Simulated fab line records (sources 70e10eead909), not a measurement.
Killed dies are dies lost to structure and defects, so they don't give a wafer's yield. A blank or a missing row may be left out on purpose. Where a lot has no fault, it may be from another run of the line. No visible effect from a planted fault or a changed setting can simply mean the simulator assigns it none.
Matching of chambers	flow nandHarc	3 sister chambers for NHARC_A_BONDPAD_DEP_00 on pecvd-01
The step deposits SiCN, target thk 250 nm. 14 wafers are shown with their chamber, then 7 later ones without.

== EACH WAFER AND ITS CHAMBER ==
wafer	chamber	heaterPowerW (W)	heaterPowerOuterW (W)	susceptorTempC (C)
L078.4	1	538	308	370.52
L078.5	0	610	323	369.68
L078.6	2	574	347	370.12
L079.1	2	470	256	369.72
L079.3	2	474	272	369.85
L079.5	2	493	288	370.21
L084.4	1	544	311	369.51
L084.5	0	627	347	369.93
L084.6	2	554	329	370.11
L086.1	2	547	296	370.14
L086.2	1	578	350	369.96
L086.6	1	479	265	369.63
L093.1	0	584	307	370.17
L093.3	2	503	297	369.74

SIGNATURES (averages over the wafers above)
reading	chamber 0	chamber 1	chamber 2	scatter within a chamber
heaterPowerW	607.00	534.75	516.43	38.6
heaterPowerOuterW	325.67	308.50	297.86	30.7
susceptorTempC	369.9267	369.9050	369.9843	0.3
Rule: distance of a wafer from a chamber = root of the sum over the readings of ((wafer's reading minus chamber's mean) / reading's scatter) squared. The wafer belongs to the nearest chamber; if the next one is less than 2 further off, it can't be placed. The scatter: take each reading less its chamber's mean, square it, sum over the shown wafers, divide by the number of wafers less the number of chambers, and take the root.

== WAFERS MISSING THEIR CHAMBER ==
wafer	heaterPowerW (W)	heaterPowerOuterW (W)	susceptorTempC (C)
L093.4	522	309	370.10
L094.2	524	263	370.13
L094.4	589	344	370.25
L094.6	545	281	370.02
L097.1	550	323	370.13
L097.2	633	344	370.24
L097.3	500	271	369.72

== EACH ONE'S CHAMBER ==
wafer	from the rows above	in truth
L093.4	can't be placed: 2 or 1 or 0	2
L094.2	can't be placed: 2 or 1 or 0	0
L094.4	can't be placed: 0 or 1 or 2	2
L094.6	can't be placed: 2 or 1 or 0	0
L097.1	can't be placed: 1 or 2 or 0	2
L097.2	can't be placed: 0 or 1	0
L097.3	can't be placed: 2 or 1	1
Placed correctly: 0 of 7. Can't be placed from these rows: 7 (the true chamber is among the candidates in 7). 0 placed wrongly.
